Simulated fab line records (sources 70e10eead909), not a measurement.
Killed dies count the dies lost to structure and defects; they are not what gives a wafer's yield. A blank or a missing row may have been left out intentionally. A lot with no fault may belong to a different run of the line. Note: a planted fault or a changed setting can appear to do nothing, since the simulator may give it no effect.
Chamber matching + flow nandHarc + NHARC_A_CONTACT_DEP_58 on pecvd-01: 3 sister chambers
The step deposits SiON, target thk 90 nm. 14 wafers are shown with their chamber, then 7 later ones without.

## WAFERS WITH THEIR CHAMBER
| wafer  | chamber | heaterPowerW (W) | heaterPowerOuterW (W) |
|--------|---------|------------------|-----------------------|
| L076.2 | 0       | 816              | 473                   |
| L076.5 | 1       | 615              | 399                   |
| L076.6 | 0       | 836              | 463                   |
| L077.3 | 1       | 684              | 422                   |
| L077.4 | 1       | 667              | 445                   |
| L077.5 | 0       | 735              | 412                   |
| L079.2 | 0       | 853              | 501                   |
| L079.3 | 2       | 700              | 402                   |
| L079.5 | 0       | 903              | 508                   |
| L084.4 | 1       | 665              | 403                   |
| L084.5 | 0       | 792              | 450                   |
| L084.6 | 1       | 642              | 413                   |
| L088.2 | 2       | 735              | 423                   |
| L088.4 | 0       | 861              | 499                   |

SIGNATURES (averages over the wafers above)
| reading           | chamber 0 | chamber 1 | chamber 2 | scatter within a chamber |
|-------------------|-----------|-----------|-----------|--------------------------|
| heaterPowerW      | 828.00    | 654.60    | 717.50    | 43.6                     |
| heaterPowerOuterW | 472.29    | 416.40    | 412.50    | 28                       |
Rule: a wafer lies at a distance from a chamber equal to the root of the sum of squares, over the readings, of (its reading less the chamber's mean, divided by the reading's scatter). The wafer belongs to the nearest chamber; if the next one is less than 2 further off, it can't be placed. How the scatter is found: for the shown wafers, subtract from each reading the mean of its chamber, square and add these, divide the total by (wafers less chambers), then take the root.

## WAFERS WITHOUT THEIR CHAMBER
| wafer  | heaterPowerW (W) | heaterPowerOuterW (W) |
|--------|------------------|-----------------------|
| L088.5 | 755              | 419                   |
| L096.1 | 855              | 477                   |
| L096.3 | 713              | 426                   |
| L096.6 | 632              | 405                   |
| L097.1 | 701              | 408                   |
| L097.2 | 651              | 423                   |
| L097.5 | 922              | 523                   |

## WHICH CHAMBER EACH WENT THROUGH
| wafer  | from the rows above          | in truth |
|--------|------------------------------|----------|
| L088.5 | can't be placed: 2 or 1 or 0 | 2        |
| L096.1 | 0                            | 0        |
| L096.3 | can't be placed: 2 or 1      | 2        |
| L096.6 | can't be placed: 1 or 2      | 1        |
| L097.1 | can't be placed: 2 or 1      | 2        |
| L097.2 | can't be placed: 1 or 2      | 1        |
| L097.5 | 0                            | 0        |
Correct placement for 2 of the 7. Can't be placed from these rows: 5 (the true chamber is among the candidates in 5). Wrongly placed: 0.
